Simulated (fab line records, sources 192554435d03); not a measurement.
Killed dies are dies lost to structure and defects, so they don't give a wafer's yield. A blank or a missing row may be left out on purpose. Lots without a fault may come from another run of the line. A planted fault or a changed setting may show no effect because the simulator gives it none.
A struck lot beside a sound one | flow n5_finfet | 37 steps out of a route of 1938
Sound: wafers L578.1, L578.3, L578.5. Struck: wafers L580.1, L580.6. (L580.3 of the same lot was not struck and is left out.) The cause comes at the end.
At each step with rows: each side's tool, then ch and its chambers, then its first start. Under that, the readings that differ: sound wafers | struck wafers | difference of the means | sigmas: that difference in standard deviations of wafers without a fault.
alike: readings whose means differ by less than 2 such deviations, and words and numbers that are the same on both sides. not compared: withheld readings, readings that some wafer has no value for, bounds like >300 that may hide the same value, and numbers for which the record gives no deviation and whose values overlap.
The two part at a step that has a row with sigmas, a row that says differs or no value, or rows on one side only. Numbers that don't overlap but have no deviation are shown without sigmas and don't part them. A reading that every wafer of one side lacks parts them only if that side has two wafers or more.

first, 8 steps without rows for these wafers: N5_BEOL_M7_SPUTTER_48 (material Cu, target thk 10 nm, time 1.667 s); N5_BEOL_M7_ECD_50 (material Cu, target thk 300 nm); N5_BEOL_M7_ANNEAL_51 (time 90 s); N5_BEOL_M7_CMP_52 (polishes, stops on SiCOH lowk, t overpolish 6.9 s, target thk 80 nm); N5_BEOL_M7_PRE_CLEAN_55 (time 15 s); N5_BEOL_M7_DEP_56 (deposits SiCN from 3MS/NH3, target thk 10 nm, time 17.5 s); N5_BEOL_M8_ILD_DEP_00 (deposits SiCOH lowk from DEMS/porogen, target thk 179.75 nm, time 33.4 s); N5_BEOL_M8_CURE_74 (cures SiCOH lowk, time 240 s).
N5_BEOL_M8_PECVD_70: deposits SiO2 from TEOS/O2, target thk 20 nm, time 22.7 s.
  sound on pecvd-04 ch 1,2, day 13 13:52; struck on pecvd-01 ch 2, day 13 22:35
  reading                                    | sound          | struck    | difference | sigmas
  model.SiO2_of_BEOL_M8_PECVD_70.thk_nm (nm) | 19.6 19.4 19.8 | 16.2 16.8 | -3.1       |
  alike: heater_power_w, showerhead_plenum_p_Torr, throttle_valve_pct
then, 25 steps without rows for these wafers: N5_BEOL_M8_HM_DEP_02 (deposits TiN, target thk 20 nm); N5_BEOL_M8_COAT_59 (time 60 s, resist thk 100 nm); N5_BEOL_M8_COAT_60 (time 60 s, resist thk 35 nm); N5_BEOL_M8_COAT_05 (resist thk 90 nm); N5_BEOL_M8_EBR_07; N5_BEOL_M8_SOFTBAKE_06 (time 60 s); N5_BEOL_M8_EXPOSE_08 (exposes mask M8); N5_BEOL_M8_PEB_09 (peb time 60 s); N5_BEOL_M8_DEVELOP_10 (develop time 30 s); N5_BEOL_M8_DESCUM_16 (chemistry O2, time 7.9 s); N5_BEOL_M8_ETCH_61 (etches SiARC in CF4, target depth 45.5 nm, time 75.8 s); N5_BEOL_M8_ETCH_62 (etches SOC in N2/H2, target depth 110 nm, overetch 22 nm, time 165 s); N5_BEOL_M8_STRIP_68 (strips in N2/H2); N5_BEOL_M8_STRIP_67 (strips in CF4); N5_BEOL_M8_HM_OPEN_17 (chemistry Cl2/BCl3, target TiN, target depth 20 nm, overetch 6 nm); N5_BEOL_M8_STRIP_19 (strips in O2); N5_BEOL_M8_COAT_63 (time 60 s, resist thk 60 nm); N5_BEOL_M8_COAT_64 (time 60 s, resist thk 12 nm); N5_BEOL_M8_COAT_71 (time 60 s, resist thk 5 nm); N5_BEOL_M8_COAT_22 (resist thk 30 nm); N5_BEOL_M8_EBR_24; N5_BEOL_M8_SOFTBAKE_23 (time 60 s); N5_BEOL_M8_EXPOSE_25 (exposes mask V7, target cd 40 nm); N5_BEOL_M8_PEB_26 (peb time 60 s); N5_BEOL_M8_DEVELOP_27 (develop time 30 s).
N5_BEOL_M8_HM_STRIP_39: strips TiN in peroxide tin strip, target depth 25 nm, time 158 s.
  sound on wet_bench-01 ch 1,3,7, day 13 19:34; struck on wet_bench-02 ch 3,6, day 14 04:35
  reading                                    | sound          | struck  | difference | sigmas
  model.SiO2_of_BEOL_M8_PECVD_70.thk_nm (nm) | 19.4 19.4 19.6 | 16 16.6 | -3         |
N5_BEOL_M8_CMP_52: polishes, stops on SiCOH lowk, t overpolish 6.9 s, target thk 80 nm.
  sound on cmp-04 ch 0,1, day 13 22:29; struck on cmp-02 ch 0,2, day 14 07:04
  reading                      | sound          | struck    | difference | sigmas
  barrier_field_endpoint_s (s) | 29.4 28.4 29.5 | 24.5 24.5 | -4.6       | -5
  alike: clearing_platen_rpm, motor_current_A
  not compared: pad_life_wafers
then, 1 step without rows for these wafers: N5_PASSIVATION_PROBE_49.

WHERE THEY PART
Only at N5_BEOL_M8_CMP_52, within this record.

WHY: what the simulator had put in
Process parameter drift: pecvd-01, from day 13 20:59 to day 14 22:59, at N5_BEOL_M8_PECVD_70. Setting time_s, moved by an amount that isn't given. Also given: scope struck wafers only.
